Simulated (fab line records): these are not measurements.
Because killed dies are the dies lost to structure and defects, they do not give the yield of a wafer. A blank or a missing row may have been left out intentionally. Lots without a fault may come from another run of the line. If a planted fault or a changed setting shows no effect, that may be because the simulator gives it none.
fab line records ; flow n5-finfet
[record] lots = 7; wafers = 21
route steps=1938 shown BEOL_M8@1342 BEOL_M10@1494 BEOL_M11@1579 BEOL_M12@1653 BEOL_M13@1705
start-h: hours from the record's first day to the start of the lot's first wafer shown ; wait-h: hours since the lot's step before ; " repeats the value in the row above ; L1.1+2: a row that stands for several wafers ; - no value present, or no start provided ; * or withheld: withheld ; < > ~ a bound
route shown NAME@n: a module of which the file shows steps, and the number in the route of the first ; usual: mean/standard deviation of fault-free wafers ; same: alike in all rows ; chamber/n: place in a boat ; sites: per-site readings ; _std_site: how widely they spread, as a standard deviation ; _edge_site: the outer-site mean with the inner-site mean subtracted ; radius-mm: how far each site lies from the wafer's centre ; mask NAME#n: copy n ; behind: the last tool/chamber to shape the wafer ; hold: what put the lot on hold/how long, in hours/how the hold closed ; device: whichever transistor did not switch (one of n, p or np) ; end of line: the route-end tests of the same wafers ; where a step has no rows: the recipe by itself ; killed: count of dies lost to structure and defects at first sort (not the wafer's yield) ; map: dies across one wafer; x = killed, . = not, _ = none there
set.NAME: setting as actually run; set.NAME@STEP: the setting as run at that earlier step ; model.NAME: the simulator's own value behind a step, which no gauge read
one table per step and one row per wafer, for lots whose settings were changed on purpose
[[steps]]
[step N5_BEOL_M8_EXPOSE_08]
[recipe] mask-id = M8; na = 1.35; source-shape = dipole; sigma-inner = 0.817; sigma-outer = 0.97; polarization = te; dose-mj = 68.25
lot.wafer;tool;chamber;start-h;wait-h;mask;set.dose-mj
L077.1+2+4;arfi-scanner-03;0;228.84;-;M8#0;68.25
L079.1+3+4;arfi-scanner-02;0;234.03;-;M8#0;68.25
L087.1+4;arfi-scanner-02;0;280.12;-;M8#0;72.05
L087.2;arfi-scanner-02;0;280.12;-;M8#0;68.25
L089.2;arfi-scanner-03;0;290.60;-;M8#0;72.27
L089.3+6;arfi-scanner-03;0;290.60;-;M8#0;68.25
L093.3+5+6;arfi-scanner-01;0;307.26;-;M8#0;68.25
L092.2+4+5;arfi-scanner-02;0;316.46;-;M8#0;68.25
L096.3+4+6;arfi-scanner-03;0;343.28;-;M8#0;68.25
[step N5_BEOL_M8_PEB_09]
[recipe] peb-temp-c = withheld; peb-time-s = 60; resist = CAR-ArF
[step N5_BEOL_M8_DEVELOP_10]
[recipe] develop-time-s = 30; developer = TMAH; resist = CAR-ArF; rinse-liquid = diw; dry = air-spin; dev-temp-c = 23
[step N5_BEOL_M8_CD_MEAS_11]
[recipe] target-cd-nm = 38.5; landing-energy-ev = 500; detector = se-inlens; polarity = opening
[usual] cd-nm = 38.2/0.49
lot.wafer;tool;chamber;start-h;wait-h;set.dose-mj@BEOL_M8_EXPOSE_08;cd-nm
L077.1;cd-sem-02;0;228.97;-;68.25;37.7
L077.2;cd-sem-02;0;228.97;-;68.25;38.2
L077.4;cd-sem-02;0;228.97;-;68.25;37.8
L079.1;cd-sem-01;0;234.15;-;68.25;37.3
L079.3;cd-sem-01;0;234.15;-;68.25;38.5
L079.4;cd-sem-01;0;234.15;-;68.25;37.7
L087.1;cd-sem-01;0;280.25;-;72.05;41.6
L087.2;cd-sem-01;0;280.25;-;68.25;37.9
L087.4;cd-sem-01;0;280.25;-;72.05;41.3
L089.2;cd-sem-01;0;290.72;-;72.27;41.6
L089.3;cd-sem-01;0;290.72;-;68.25;39.4
L089.6;cd-sem-01;0;290.72;-;68.25;38.3
L093.3;cd-sem-01;0;307.38;-;68.25;37.3
L093.5;cd-sem-01;0;307.38;-;68.25;38.1
L093.6;cd-sem-01;0;307.38;-;68.25;38.0
L092.2;cd-sem-03;0;316.58;-;68.25;38.7
L092.4;cd-sem-03;0;316.58;-;68.25;38.0
L092.5;cd-sem-03;0;316.58;-;68.25;38.1
L096.3;cd-sem-02;0;343.40;-;68.25;38.2
L096.4;cd-sem-02;0;343.40;-;68.25;38.4
L096.6;cd-sem-02;0;343.40;-;68.25;37.9
[step N5_BEOL_M8_DESCUM_16]
[recipe] chemistry = O2; time-s = 7.9; source-power-w = 50; bias-power-w = 20; pressure-mtorr = 20; rf-frequency-hz = 2.712e+07; temp-c = 40; resist = CAR-ArF; o2-flow-sccm = 225
[step N5_BEOL_M8_ETCH_61]
[recipe] chemistry = CF4; target = SiARC; target-depth-a = 455; mask-material = CAR-ArF; time-s = 75.8; ion-energy-ev = 80; pressure-mtorr = 40; source-w = 545; bias-w = 36; Ar_flow_sccm = 100; cf4-flow-sccm = 100; ends = cleared
lot.wafer;tool;chamber;start-h;wait-h;set.dose-mj@BEOL_M8_EXPOSE_08;model.BEOL_M8.cd-offset-nm
L077.1;rie-diel-05;3;229.48;0.0;68.25;-1
L077.2;rie-diel-05;1;229.48;0.0;68.25;0
L077.4;rie-diel-05;0;229.48;0.0;68.25;-0.6
L079.1;rie-diel-06;1;234.31;0.0;68.25;-1.2
L079.3;rie-diel-06;2;234.31;0.0;68.25;0
L079.4;rie-diel-06;3;234.31;0.0;68.25;-0.6
L087.1;rie-diel-05;0;280.37;0.0;72.05;3.2
L087.2;rie-diel-05;1;280.37;0.0;68.25;-0.6
L087.4;rie-diel-05;3;280.37;0.0;72.05;2.6
L089.2;rie-diel-04;3;290.85;0.0;72.27;3
L089.3;rie-diel-04;2;290.85;0.0;68.25;1
L089.6;rie-diel-04;3;290.85;0.0;68.25;-0.4
L093.3;rie-diel-06;0;307.57;0.0;68.25;-1.4
L093.5;rie-diel-06;2;307.57;0.0;68.25;-0.4
L093.6;rie-diel-06;1;307.57;0.0;68.25;-1
L092.2;rie-diel-04;1;316.70;0.0;68.25;0
L092.4;rie-diel-04;1;316.70;0.0;68.25;-0.6
L092.5;rie-diel-04;0;316.70;0.0;68.25;-0.8
L096.3+4;rie-diel-06;2,1;343.52;0.0;68.25;-0.2
L096.6;rie-diel-06;3;343.52;0.0;68.25;-1
[step N5_BEOL_M8_ETCH_62]
[recipe] chemistry = N2/H2; target = SOC; target-depth-a = 1100; overetch-a = 220; mask-material = SiARC; temp-c = 40; time-s = 165; ion-energy-ev = 200; pressure-mtorr = 30; source-w = 840; bias-w = 150; n2-flow-sccm = 200; h2-flow-sccm = 200
lot.wafer;tool;chamber;start-h;wait-h;set.dose-mj@BEOL_M8_EXPOSE_08;model.BEOL_M8.cd-offset-nm
L077.1;rie-diel-05;3;229.53;0.0;68.25;-0.6
L077.2;rie-diel-05;1;229.53;0.0;68.25;0.4
L077.4;rie-diel-05;0;229.53;0.0;68.25;-0.4
L079.1;rie-diel-06;1;234.37;0.0;68.25;-1.4
L079.3;rie-diel-06;2;234.37;0.0;68.25;-0.2
L079.4;rie-diel-06;3;234.37;0.0;68.25;-0.4
L087.1;rie-diel-05;0;280.43;0.0;72.05;3.2
L087.2;rie-diel-05;1;280.43;0.0;68.25;-0.2
L087.4;rie-diel-05;3;280.43;0.0;72.05;2.4
L089.2;rie-diel-04;3;290.90;0.0;72.27;3.2
L089.3;rie-diel-04;2;290.90;0.0;68.25;0.6
L089.6;rie-diel-04;3;290.90;0.0;68.25;-0.2
L093.3;rie-diel-06;0;307.63;0.0;68.25;-1.6
L093.5;rie-diel-06;2;307.63;0.0;68.25;-0.6
L093.6;rie-diel-06;1;307.63;0.0;68.25;-1
L092.2;rie-diel-04;1;316.76;0.0;68.25;-0.2
L092.4;rie-diel-04;1;316.76;0.0;68.25;-0.6
L092.5;rie-diel-04;0;316.76;0.0;68.25;-0.8
L096.3;rie-diel-06;2;343.58;0.0;68.25;0
L096.4;rie-diel-06;1;343.58;0.0;68.25;-0.2
L096.6;rie-diel-06;3;343.58;0.0;68.25;-0.6
[step N5_BEOL_M8_STRIP_68]
[recipe] chemistry = N2/H2; temp-c = 40; n2-flow-sccm = 200; h2-flow-sccm = 200; rf-frequency-hz = 6e+07
[step N5_BEOL_M8_STRIP_67]
[recipe] chemistry = CF4; resist = SiARC; power-w = 300; bias-power-w = 75; pressure-mtorr = 50; cf4-flow-sccm = 150; rf-frequency-hz = 6e+07
[step N5_BEOL_M8_HM_OPEN_17]
[recipe] chemistry = Cl2/BCl3; target-depth-a = 200; overetch-a = 60; target = TiN; mask-material = SOC; ion-energy-ev = 150; pressure-mtorr = 10; icp-w = 1000; bias-w = 126; Cl2_flow_sccm = 53.25; bcl3-flow-sccm = 21.75; Ar_flow_sccm = 25
[step N5_BEOL_M8_STRIP_19]
[recipe] chemistry = O2; power-w = 400; temp-c = 40; pressure-mtorr = 30; rf-frequency-hz = 6e+07; bias-power-w = 0; overash-fraction = 0.2; o2-flow-sccm = 225
[step N5_BEOL_M8_CD_MEAS_18]
[recipe] pitch-nm = 80; target-cd-nm = 40
[usual] cd-nm = 39.8/0.55
lot.wafer;tool;chamber;start-h;wait-h;set.dose-mj@BEOL_M8_EXPOSE_08;cd-nm
L077.1;cd-sem-03;-;229.90;0.0;68.25;39.4
L077.2;cd-sem-03;-;229.90;0.0;68.25;40.3
L077.4;cd-sem-03;-;229.90;0.0;68.25;39.7
L079.1;cd-sem-03;-;234.74;0.0;68.25;38.8
L079.3;cd-sem-03;-;234.74;0.0;68.25;40.0
L079.4;cd-sem-03;-;234.74;0.0;68.25;39.5
L087.1;cd-sem-03;-;280.84;0.0;72.05;43.2
L087.2;cd-sem-03;-;280.84;0.0;68.25;40.0
L087.4;cd-sem-03;-;280.84;0.0;72.05;42.2
L089.2;cd-sem-03;-;291.27;0.1;72.27;43.1
L089.3;cd-sem-03;-;291.27;0.1;68.25;40.1
L089.6;cd-sem-03;-;291.27;0.1;68.25;40.1
L093.3;cd-sem-01;-;308.02;0.1;68.25;38.2
L093.5;cd-sem-01;-;308.02;0.1;68.25;39.2
L093.6;cd-sem-01;-;308.02;0.1;68.25;39.1
L092.2;cd-sem-03;-;317.13;0.1;68.25;39.7
L092.4;cd-sem-03;-;317.13;0.1;68.25;39.7
L092.5;cd-sem-03;-;317.13;0.1;68.25;39.6
L096.3;cd-sem-02;-;344.05;0.1;68.25;39.8
L096.4;cd-sem-02;-;344.05;0.1;68.25;39.4
L096.6;cd-sem-02;-;344.05;0.1;68.25;39.5
[step N5_BEOL_M8_COAT_63]
[recipe] resist = SOC; temp-c = 250; time-s = 60; spin-rpm = 1500; resist-thk-nm = 60
[step N5_BEOL_M8_COAT_64]
[recipe] resist = SiARC; temp-c = 220; time-s = 60; spin-rpm = 1500; resist-thk-nm = 12
[step N5_BEOL_M8_PRECLEAN_42]
[recipe] chemistry = residue-remover; time-s = 60; temp-c = 40
[step N5_BEOL_M8_SRD_43]
[recipe] time-s = 30; temp-c = 23; rinse-liquid = diw; dry = ipa-marangoni
[step N5_BEOL_M8_CD_MEAS_35]
[recipe] target-cd-nm = 40; polarity = opening
[usual] cd-nm = 39.7/0.56
lot.wafer;tool;chamber;start-h;wait-h;set.dose-mj@BEOL_M8_EXPOSE_08;cd-nm
L077.1;cd-sem-01;-;231.10;0.0;68.25;39.3
L077.2;cd-sem-01;-;231.10;0.0;68.25;40.3
L077.4;cd-sem-01;-;231.10;0.0;68.25;39.7
L079.1;cd-sem-02;-;237.25;0.0;68.25;38.6
L079.3;cd-sem-02;-;237.25;0.0;68.25;39.8
L079.4;cd-sem-02;-;237.25;0.0;68.25;39.5
L087.1;cd-sem-03;-;283.06;0.0;72.05;43.5
L087.2;cd-sem-03;-;283.06;0.0;68.25;39.9
L087.4;cd-sem-03;-;283.06;0.0;72.05;42.1
L089.2;cd-sem-03;-;292.60;0.0;72.27;43.1
L089.3;cd-sem-03;-;292.60;0.0;68.25;40.0
L089.6;cd-sem-03;-;292.60;0.0;68.25;40.1
L093.3;cd-sem-02;-;309.44;0.0;68.25;38.3
L093.5;cd-sem-02;-;309.44;0.0;68.25;39.2
L093.6;cd-sem-02;-;309.44;0.0;68.25;39.2
L092.2;cd-sem-03;-;320.03;0.0;68.25;40.2
L092.4;cd-sem-03;-;320.03;0.0;68.25;39.6
L092.5;cd-sem-03;-;320.03;0.0;68.25;39.3
L096.3;cd-sem-01;-;345.16;0.0;68.25;39.8
L096.4;cd-sem-01;-;345.16;0.0;68.25;39.0
L096.6;cd-sem-01;-;345.16;0.0;68.25;39.5
[step N5_BEOL_M8_DEP_56]
[recipe] material = SiCN; target-thk-a = 100; temp-c = withheld; precursor = 3MS/NH3; pressure-torr = 3; rf-w = 202; time-s = 17.5
lot.wafer;tool;chamber;start-h;wait-h;set.time-s;model.SiCN_of_BEOL_M8_DEP_56.thk-nm
L077.1;pecvd-02;1;235.87;0.0;19.44;11.2
L077.2;pecvd-02;2;235.87;0.0;19.44;11
L077.4;pecvd-02;1;235.87;0.0;17.5;10.2
L079.1+3;pecvd-01;1,2;240.14;0.0;17.5;10
L079.4;pecvd-01;1;240.14;0.0;17.5;10.4
L087.1+4;pecvd-02;2,1;285.39;0.0;17.5;10
L087.2;pecvd-02;0;285.39;0.0;15.8;8.8
L089.2;pecvd-04;2;297.20;0.0;17.5;9.8
L089.3+6;pecvd-04;0;297.20;0.0;17.5;10
L093.3+5;pecvd-01;1,0;312.36;0.0;16.5;9.6
L093.6;pecvd-01;1;312.36;0.0;17.5;10.2
L092.2+5;pecvd-02;0;322.51;0.0;17.5;10
L092.4;pecvd-02;1;322.51;0.0;17.5;10.4
L096.3;pecvd-04;2;349.84;0.0;17.5;9.8
L096.4;pecvd-04;1;349.84;0.0;17.5;10.2
L096.6;pecvd-04;0;349.84;0.0;17.5;10
[step N5_BEOL_M10_COAT_63]
[recipe] resist = SOC; temp-c = 250; time-s = 60; spin-rpm = 1500; resist-thk-nm = 100
lot.wafer;tool;chamber;start-h;wait-h;set.spin-rpm;model.SOC_of_BEOL_M10_COAT_63.thk-nm
L077.1;litho-track-02;0;249.87;2.0;1562;98.2
L077.2;litho-track-02;0;249.87;2.0;1562;98
L077.4;litho-track-02;0;249.87;2.0;1500;100
L079.1+3;litho-track-01;0;250.68;2.0;1500;100
L079.4;litho-track-01;0;250.68;2.0;1500;100.2
L087.1;litho-track-02;0;298.97;1.3;1647;95
L087.2;litho-track-02;0;298.97;1.3;1647;95.2
L087.4;litho-track-02;0;298.97;1.3;1500;99.6
L089.2;litho-track-01;0;308.16;1.4;1500;100.4
L089.3;litho-track-01;0;308.16;1.4;1623;96.4
L089.6;litho-track-01;0;308.16;1.4;1623;96.6
L093.3;litho-track-05;0;321.52;0.0;1500;100
L093.5+6;litho-track-05;0;321.52;0.0;1500;100.2
L092.2;litho-track-02;0;334.47;0.0;1544;97.8
L092.4;litho-track-02;0;334.47;0.0;1544;98.2
L092.5;litho-track-02;0;334.47;0.0;1500;99.6
L096.3;litho-track-01;0;362.53;0.0;1612;96.8
L096.4;litho-track-01;0;362.53;0.0;1500;100.4
L096.6;litho-track-01;0;362.53;0.0;1612;96.6
[step N5_BEOL_M10_COAT_22]
[recipe] resist = CAR-ArF; spin-rpm = 1500; resist-thk-nm = 90
lot.wafer;tool;chamber;start-h;wait-h;set.spin-rpm;set.spin-rpm@BEOL_M10_COAT_63;model.CAR-ArF_of_BEOL_M10_COAT_22.thk-nm
L077.1;litho-track-02;0;-;-;1352;1562;94.6
L077.2;litho-track-02;0;-;-;1352;1562;94.4
L077.4;litho-track-02;0;-;-;1500;1500;89.8
L079.1;litho-track-01;0;-;-;1500;1500;89.8
L079.3;litho-track-01;0;-;-;1500;1500;89.4
L079.4;litho-track-01;0;-;-;1500;1500;89.6
L087.1+2;litho-track-02;0;-;-;1500;1647;90.4
L087.4;litho-track-02;0;-;-;1500;1500;90.4
L089.2;litho-track-01;0;-;-;1500;1500;90.2
L089.3;litho-track-01;0;-;-;1500;1623;90
L089.6;litho-track-01;0;-;-;1500;1623;90.2
L093.3+5;litho-track-05;0;-;-;1500;1500;90.4
L093.6;litho-track-05;0;-;-;1500;1500;90
L092.2;litho-track-02;0;-;-;1580;1544;87.8
L092.4;litho-track-02;0;-;-;1580;1544;88
L092.5;litho-track-02;0;-;-;1580;1500;87.8
L096.3+6;litho-track-01;0;-;-;1500;1612;90
L096.4;litho-track-01;0;-;-;1500;1500;89.6
[step N5_BEOL_M10_EBR_24]
[recipe] solvent = PGMEA; ebr-width-mm = 1.5
[step N5_BEOL_M10_SOFTBAKE_23]
[recipe] temp-c = 110; time-s = 60; resist = CAR-ArF
[step N5_BEOL_M10_DESCUM_33]
[recipe] chemistry = O2; time-s = 7.9; source-power-w = 50; bias-power-w = 20; pressure-mtorr = 20; rf-frequency-hz = 2.712e+07; temp-c = 40; resist = CAR-ArF; o2-flow-sccm = 225
[step N5_BEOL_M10_ETCH_65]
[recipe] chemistry = CF4; target = SiARC; target-depth-a = 390; mask-material = CAR-ArF; time-s = 65; ion-energy-ev = 80; pressure-mtorr = 40; source-w = 545; bias-w = 36; Ar_flow_sccm = 100; cf4-flow-sccm = 100; ends = cleared
[step N5_BEOL_M10_ETCH_66]
[recipe] chemistry = N2/H2; target = SOC; target-depth-a = 1200; overetch-a = 240; mask-material = SiARC; temp-c = 40; time-s = 180; ion-energy-ev = 200; pressure-mtorr = 30; source-w = 840; bias-w = 150; n2-flow-sccm = 200; h2-flow-sccm = 200
lot.wafer;tool;chamber;start-h;wait-h;set.spin-rpm@BEOL_M10_COAT_63;model.etch.depth-nm
L077.1;rie-diel-06;1;250.59;0.0;1562;98.12
L077.2;rie-diel-06;3;250.59;0.0;1562;98
L077.4;rie-diel-06;1;250.59;0.0;1500;100.1
L079.1;rie-diel-05;0;251.40;0.0;1500;99.98
L079.3;rie-diel-05;2;251.40;0.0;1500;100
L079.4;rie-diel-05;0;251.40;0.0;1500;100.1
L087.1;rie-diel-06;1;299.56;0.0;1647;95
L087.2;rie-diel-06;0;299.56;0.0;1647;95.25
L087.4;rie-diel-06;2;299.56;0.0;1500;99.59
L089.2;rie-diel-06;3;308.71;0.0;1500;100.4
L089.3;rie-diel-06;1;308.71;0.0;1623;96.46
L089.6;rie-diel-06;0;308.71;0.0;1623;96.51
L093.3+5;rie-diel-04;0,1;321.94;0.0;1500;100.1
L093.6;rie-diel-04;3;321.94;0.0;1500;100.2
L092.2;rie-diel-06;1;336.69;0.0;1544;97.81
L092.4;rie-diel-06;3;336.69;0.0;1544;98.21
L092.5;rie-diel-06;3;336.69;0.0;1500;99.61
L096.3;rie-diel-05;2;363.08;0.0;1612;96.74
L096.4;rie-diel-05;2;363.08;0.0;1500;100.3
L096.6;rie-diel-05;3;363.08;0.0;1612;96.61
[step N5_BEOL_M10_STRIP_69]
[recipe] chemistry = N2/H2; temp-c = 40; n2-flow-sccm = 200; h2-flow-sccm = 200; rf-frequency-hz = 6e+07
[step N5_BEOL_M10_VIA_ETCH_34]
[recipe] chemistry = C4F6/O2; target = SiCOH_lowk; target-depth-a = 1845; mask-material = SOC; taper-deg = 4; time-s = 69.2; ion-energy-ev = 250; pressure-mtorr = 30; source-w = 345; bias-w = 185; Ar_flow_sccm = 300; C4F6_flow_sccm = 10; O2_flow_sccm = 10
lot.wafer;tool;chamber;start-h;wait-h;set.spin-rpm@BEOL_M10_COAT_63;model.SOC_of_BEOL_M10_COAT_63.thk-nm
L077.1;rie-diel-06;1;250.71;0.0;1562;90
L077.2;rie-diel-06;3;250.71;0.0;1562;89.8
L077.4;rie-diel-06;1;250.71;0.0;1500;92
L079.1+3;rie-diel-05;0,2;251.52;0.0;1500;92
L079.4;rie-diel-05;0;251.52;0.0;1500;92.2
L087.1;rie-diel-06;1;299.68;0.0;1647;87
L087.2;rie-diel-06;0;299.68;0.0;1647;87.2
L087.4;rie-diel-06;2;299.68;0.0;1500;91.6
L089.2;rie-diel-06;3;308.83;0.0;1500;92.2
L089.3+6;rie-diel-06;1,0;308.83;0.0;1623;88.4
L093.3;rie-diel-04;0;322.06;0.0;1500;92
L093.5+6;rie-diel-04;1,3;322.06;0.0;1500;92.2
L092.2;rie-diel-06;1;336.81;0.0;1544;89.8
L092.4;rie-diel-06;3;336.81;0.0;1544;90
L092.5;rie-diel-06;3;336.81;0.0;1500;91.4
L096.3;rie-diel-05;2;363.20;0.0;1612;88.6
L096.4;rie-diel-05;2;363.20;0.0;1500;92.4
L096.6;rie-diel-05;3;363.20;0.0;1612;88.4
[step N5_BEOL_M11_ETCH_41]
[recipe] chemistry = CH3F/O2; target = SiCN; target-depth-a = 426; taper-deg = 2; time-s = 86; ion-energy-ev = 120; mask-material = TiN; pressure-mtorr = 30; source-w = 395; bias-w = 75; Ar_flow_sccm = 150; CH3F_flow_sccm = 30; O2_flow_sccm = 20
lot.wafer;tool;chamber;start-h;wait-h;set.time-s;model.etch.depth-nm
L077.1;rie-diel-02;0;-;-;99.93;36.63
L077.2;rie-diel-02;2;-;-;86;32.22
L077.4;rie-diel-02;3;-;-;86;31.7
L079.1;rie-diel-01;0;-;-;86;31.5
L079.3;rie-diel-01;1;-;-;86;31.85
L079.4;rie-diel-01;3;-;-;86;32.72
L087.1;rie-diel-03;1;-;-;86;31.68
L087.2;rie-diel-03;2;-;-;86;32.3
L087.4;rie-diel-03;0;-;-;103.3;38.6
L089.2;rie-diel-01;1;-;-;86;32.41
L089.3;rie-diel-01;0;-;-;70.98;26.3
L089.6;rie-diel-01;1;-;-;70.98;26.89
L093.3;rie-diel-02;0;-;-;86;32.35
L093.5;rie-diel-02;3;-;-;86;32.71
L093.6;rie-diel-02;0;-;-;98.75;36.84
L092.2;rie-diel-03;0;-;-;97.95;36.58
L092.4;rie-diel-03;2;-;-;86;32.07
L092.5;rie-diel-03;3;-;-;86;31.63
L096.3;rie-diel-01;3;-;-;102.4;39.59
L096.4;rie-diel-01;2;-;-;86;33.17
L096.6;rie-diel-01;2;-;-;102.4;39.36
[step N5_BEOL_M12_CMP_49]
[recipe] stop-on = SiOC; t-overpolish-s = 20.6; down-force-psi = 1; platen-rpm = 50; clearing-platen-down-force-psi = 1.5; clearing-platen-rpm = 50; post-cmp-clean = cu-alkaline; target-thk-nm = 320; clearing-platen-pad-velocity-m-s = 0.99484; pad-velocity-m-s = 0.99484
[usual] barrier-field-endpoint-s = 30.4/0.72
lot.wafer;tool;chamber;start-h;wait-h;set.down-force-psi;barrier-field-endpoint-s
L079.1;cmp-01;3;268.42;0.3;1;30.7
L079.3;cmp-01;0;268.42;0.3;1;30.8
L079.4;cmp-01;2;268.42;0.3;1;32.5
L077.1;cmp-03;2;277.34;0.3;1.07;28.7
L077.4;cmp-03;0;277.34;0.3;1.07;28.2
L077.2;cmp-03;1;277.34;0.3;1.07;28.1
L087.1;cmp-03;2;316.77;0.3;1;30.3
L087.2;cmp-03;3;316.77;0.3;1.057;28.6
L087.4;cmp-03;1;316.77;0.3;1;30.4
L089.3;cmp-01;3;325.50;0.2;0.882;34.0
L089.2;cmp-01;0;325.50;0.2;0.882;34.3
L089.6;cmp-01;3;325.50;0.2;1;29.7
L093.3;cmp-01;2;339.30;0.3;1;31.2
L093.6;cmp-01;3;339.30;0.3;0.8784;33.3
L093.5;cmp-01;0;339.30;0.3;1;30.5
L092.2;cmp-03;2;360.51;0.4;1.057;29.1
L092.4;cmp-03;0;360.51;0.4;1.057;29.3
L092.5;cmp-03;2;360.51;0.4;1;31.5
L096.4;cmp-01;1;379.56;0.1;1;30.9
L096.3;cmp-01;3;379.56;0.1;1.109;27.0
L096.6;cmp-01;1;379.56;0.1;1;30.3
[step N5_BEOL_M13_SPUTTER_43]
[recipe] material = TaN; target-thk-a = 150; temp-c = 50; bias-v = 168.6; power-w = 15000; chamber-pressure-pa = 0.12; time-s = 24.19
lot.wafer;tool;chamber;start-h;wait-h;set.power-w;model.TaN_of_BEOL_M13_SPUTTER_43.thk-nm
L079.1;pvd-sputter-02;-;277.57;0.0;15000;14.8
L079.3+4;pvd-sputter-02;-;277.57;0.0;15000;15
L077.1+2;pvd-sputter-01;-;282.83;0.0;15000;15.2
L077.4;pvd-sputter-01;-;282.83;0.0;15000;15
L087.1;pvd-sputter-02;-;322.16;0.0;12720;12.4
L087.2;pvd-sputter-02;-;322.16;0.0;15000;14.8
L087.4;pvd-sputter-02;-;322.16;0.0;15000;14.6
L089.2+3+6;pvd-sputter-02;-;329.94;0.0;15000;14.8
L093.3;pvd-sputter-02;-;345.08;0.0;17520;17.2
L093.5;pvd-sputter-02;-;345.08;0.0;15000;14.8
L093.6;pvd-sputter-02;-;345.08;0.0;15000;15
L092.2;pvd-sputter-03;-;364.92;0.0;17350;17.8
L092.4;pvd-sputter-03;-;364.92;0.0;15000;15.2
L092.5;pvd-sputter-03;-;364.92;0.0;17350;17.6
L096.3+6;pvd-sputter-01;-;383.80;0.0;13180;13.2
L096.4;pvd-sputter-01;-;383.80;0.0;15000;15
[step N5_BEOL_M13_SPUTTER_44]
[recipe] material = Ta; target-thk-a = 100; temp-c = 50; bias-v = 80; power-w = 15000; chamber-pressure-pa = 0.07; time-s = 16.13
[step N5_BEOL_M13_SPUTTER_45]
[recipe] material = Cu; target-thk-a = 800; temp-c = -20; bias-v = 60; power-w = 26000; chamber-pressure-pa = 0.13; time-s = 13.33
[step N5_BEOL_M13_ECD_47]
[recipe] material = Cu; target-thk-a = 9360
[step N5_BEOL_M13_ANNEAL_48]
[recipe] temp-c = 225; time-s = 90; ambient = N2
[step N5_BEOL_M13_CMP_49]
[recipe] stop-on = SiOC; t-overpolish-s = 17.1; down-force-psi = 1; platen-rpm = 50; clearing-platen-down-force-psi = 1.5; clearing-platen-rpm = 50; post-cmp-clean = cu-alkaline; target-thk-nm = 420; clearing-platen-pad-velocity-m-s = 0.99484; pad-velocity-m-s = 0.99484
[usual] barrier-field-endpoint-s = 30.2/0.68
lot.wafer;tool;chamber;start-h;wait-h;set.power-w@BEOL_M13_SPUTTER_43;barrier-field-endpoint-s
L079.3;cmp-03;2;278.42;0.2;15000;31.3
L079.1;cmp-03;0;278.42;0.2;15000;30.5
L079.4;cmp-03;1;278.42;0.2;15000;30.9
L077.4;cmp-02;0;283.58;0.1;15000;29.8
L077.2;cmp-02;1;283.58;0.1;15000;30.6
L077.1;cmp-02;3;283.58;0.1;15000;29.5
L087.4;cmp-03;0;322.95;0.1;15000;30.1
L087.1;cmp-03;1;322.95;0.1;12720;27.4
L087.2;cmp-03;3;322.95;0.1;15000;30.2
L089.3;cmp-02;3;330.69;0.2;15000;29.6
L089.2;cmp-02;2;330.69;0.2;15000;30.8
L089.6;cmp-02;3;330.69;0.2;15000;30.1
L093.3;cmp-01;2;345.82;0.2;17520;34.1
L093.6;cmp-01;2;345.82;0.2;15000;31.4
L093.5;cmp-01;3;345.82;0.2;15000;29.8
L092.4;cmp-01;2;365.76;0.2;15000;31.5
L092.2;cmp-01;3;365.76;0.2;17350;33.0
L092.5;cmp-01;1;365.76;0.2;17350;33.2
L096.3;cmp-03;3;384.58;0.2;13180;28.5
L096.4;cmp-03;1;384.58;0.2;15000;30.2
L096.6;cmp-03;2;384.58;0.2;13180;28.0
[[key]]
[split] step = N5_BEOL_M8_EXPOSE_08; setting = dose-mj; stated = 68.25; by = wafer
[response] step = N5_BEOL_M8_CD_MEAS_11; reading = cd-nm; change = +0.55; per = 1%; r = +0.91
[response] step = N5_BEOL_M8_ETCH_61; reading = model.BEOL_M8.cd-offset-nm; change = +0.539; per = 1%; r = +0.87
[response] step = N5_BEOL_M8_ETCH_62; reading = model.BEOL_M8.cd-offset-nm; change = +0.523; per = 1%; r = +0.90
[response] step = N5_BEOL_M8_CD_MEAS_18; reading = cd-nm; change = +0.501; per = 1%; r = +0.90
[response] step = N5_BEOL_M8_CD_MEAS_35; reading = cd-nm; change = +0.522; per = 1%; r = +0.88
[split] step = N5_BEOL_M8_DEP_56; setting = time-s; stated = 17.5; by = wafer
[response] step = N5_BEOL_M8_DEP_56; reading = model.SiCN_of_BEOL_M8_DEP_56.thk-nm; change = +0.1; per = 1%; r = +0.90
[split] step = N5_BEOL_M10_COAT_63; setting = spin-rpm; stated = 1500; by = wafer
[response] step = N5_BEOL_M10_COAT_63; reading = model.SOC_of_BEOL_M10_COAT_63.thk-nm; change = -0.475; per = 1%; r = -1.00
[response] step = N5_BEOL_M10_COAT_22; reading = model.CAR-ArF_of_BEOL_M10_COAT_22.thk-nm; shape = bent; at-lowest = 89.76; at-stated = 89.76; at-highest = 90.4
[response] step = N5_BEOL_M10_ETCH_66; reading = model.etch.depth-nm; change = -0.474; per = 1%; r = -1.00
[response] step = N5_BEOL_M10_VIA_ETCH_34; reading = model.SOC_of_BEOL_M10_COAT_63.thk-nm; change = -0.48; per = 1%; r = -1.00
[split] step = N5_BEOL_M10_COAT_22; setting = spin-rpm; stated = 1500; by = wafer
response none clear
[split] step = N5_BEOL_M11_ETCH_41; setting = time-s; stated = 86; by = wafer
[response] step = N5_BEOL_M11_ETCH_41; reading = model.etch.depth-nm; change = +0.32; per = 1%; r = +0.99
[split] step = N5_BEOL_M12_CMP_49; setting = down-force-psi; stated = 1; by = wafer
[response] step = N5_BEOL_M12_CMP_49; reading = barrier-field-endpoint-s; change = -0.31; per = 1%; r = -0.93
[split] step = N5_BEOL_M13_SPUTTER_43; setting = power-w; stated = 15000; by = wafer
[response] step = N5_BEOL_M13_SPUTTER_43; reading = model.TaN_of_BEOL_M13_SPUTTER_43.thk-nm; change = +0.149; per = 1%; r = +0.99
[response] step = N5_BEOL_M13_CMP_49; reading = barrier-field-endpoint-s; change = +0.165; per = 1%; r = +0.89
